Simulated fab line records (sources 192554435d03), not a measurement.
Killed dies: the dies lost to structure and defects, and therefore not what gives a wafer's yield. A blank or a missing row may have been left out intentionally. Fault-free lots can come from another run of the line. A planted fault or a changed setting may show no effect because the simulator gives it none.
One fault seen from 3 desks -- flow n5-finfet -- each desk holds nothing but its own numbers, with what lay behind them at the end

## AT THE TOOL OWNER'S DESK: rie-diel-03
The tool's own readings at N5_BEOL_M1_ETCH_74 (etches underlayer in N2/H2, target depth 6.5 nm, time 5.2 s): means of the sampled wafers that have a number, for each lot that ran on this tool. Marked OUT: a lot whose mean sits more than 4 standard deviations from the usual mean, which makes it out of limits; the brackets give that distance.
Columns: A = drypump-motor-current-A at N5_BEOL_M1_ETCH_74, usual 5.7 A; B = etch-rf-on-time-s at N5_BEOL_M1_ETCH_74, usual 5.21 s; C = oes-product-au at N5_BEOL_M1_ETCH_74, usual 0.72 a.u.; D = rf-vpp-V at N5_BEOL_M1_ETCH_74, usual 524.0 V; E = showerhead-plenum-p-Torr at N5_BEOL_M1_ETCH_74, usual 2.54 Torr; F = throttle-valve-pct at N5_BEOL_M1_ETCH_74, usual 17.65 %
lot,first seen here,A,B,C,D,E,F
L898,day 6 23:15,6.4,5.17,0.72,525.0,2.61,17.79
L900,day 7 03:38,6.2,5.15,0.69,524.6,2.56,17.82
L901,day 7 10:56,6.3,4.61,0.82,527.6,2.66,17.78
L906,day 8 17:52,6.3,3.69 (-7.3) OUT,0.85,526.3,2.60,17.73
This desk's verdict: out of limits on L906, starting with L906 at day 8 17:52 (etch-rf-on-time-s at N5_BEOL_M1_ETCH_74). L898, L900, L901: within limits.

## THE DEFECT DESK
Counts from the inspections along the route, per lot, as means over the sampled wafers that have a number. Marked OUT: a lot whose mean sits more than 4 standard deviations from the usual mean, which makes it out of limits; the brackets give that distance.
Columns: A = raw-defect-count at N5_BEOL_M1_INSPECT_13, usual 435
lot,first seen here,A
L898,day 6 23:11,361
L900,day 7 03:26,486
L901,day 7 10:52,530
L906,day 8 17:47,300
L910,day 9 18:40,373
L911,day 9 18:50,388
L916,day 11 09:46,317
L917,day 11 09:58,563
L918,day 11 21:46,355
This desk's finding: nothing out of limits on any of the 9 lots.

## AT THE METROLOGY DESK
Means of the sampled wafers that have a number, per lot and without regard to the tool the lot ran on: this is what the gauges read. Marked OUT: a lot whose mean sits more than 4 standard deviations from the usual mean, which makes it out of limits; the brackets give that distance. It has 11 readings; the 7 that lie furthest out on some lot are the ones shown.
Columns: A = DIBL_P at N5_BEOL_M4_RC_MEAS_101, usual 38 mV/V; B = IOFF_N at N5_BEOL_M4_RC_MEAS_101, usual 0.17 nA/um; C = IOFF_P at N5_BEOL_M4_RC_MEAS_101, usual 0.24 nA/um; D = ION_P at N5_BEOL_M4_RC_MEAS_101, usual 461 uA/um; E = SS_N at N5_BEOL_M4_RC_MEAS_101, usual 71.8 mV/dec; F = SS_P at N5_BEOL_M4_RC_MEAS_101, usual 73.6 mV/dec; G = VT_P at N5_BEOL_M4_RC_MEAS_101, usual -249 mV
lot,first seen here,A,B,C,D,E,F,G
L898,day 6 21:00,40,0.19,0.26,463,72.0,74.4,-249
L900,day 7 01:11,38,0.16,0.24,464,71.7,73.6,-246
L901,day 7 08:01,39,0.18,0.25,467,72.1,74.2,-249
L906,day 8 14:22,37,0.18,0.22,455,72.4,73.7,-251
L910,day 9 16:01,38,0.15,0.21,457,71.8,73.4,-251
L911,day 9 16:23,44,0.25,0.37,474,72.9,75.3,-239
L916,day 11 07:42,37,0.15,0.24,460,71.6,73.5,-248
L917,day 11 07:49,39,0.17,0.23,455,72.2,73.7,-251
L918,day 11 19:24,36,0.15,0.23,457,71.9,72.6,-249
This desk's finding: nothing out of limits on any of the 9 lots.

## TAKEN TOGETHER
The tool owner's desk could have raised an alarm at day 8 17:52, on L906.
Nothing out of limits was seen by the defect desk.
From the metrology desk's view, nothing was out of limits.
The defect desk has L906 on record, within its limits.
The metrology desk holds a record of L906, inside its limits.
Every lot named ran N5_BEOL_M1_ETCH_74 on rie-diel-03.

## WHAT THE SIMULATOR HAD INSERTED
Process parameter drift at N5_BEOL_M1_ETCH_74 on rie-diel-03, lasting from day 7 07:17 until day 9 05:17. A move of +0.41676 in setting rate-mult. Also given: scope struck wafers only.
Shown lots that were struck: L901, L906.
Hours from the fault's start to each desk's first reading out of limits: the tool owner's desk, 35.
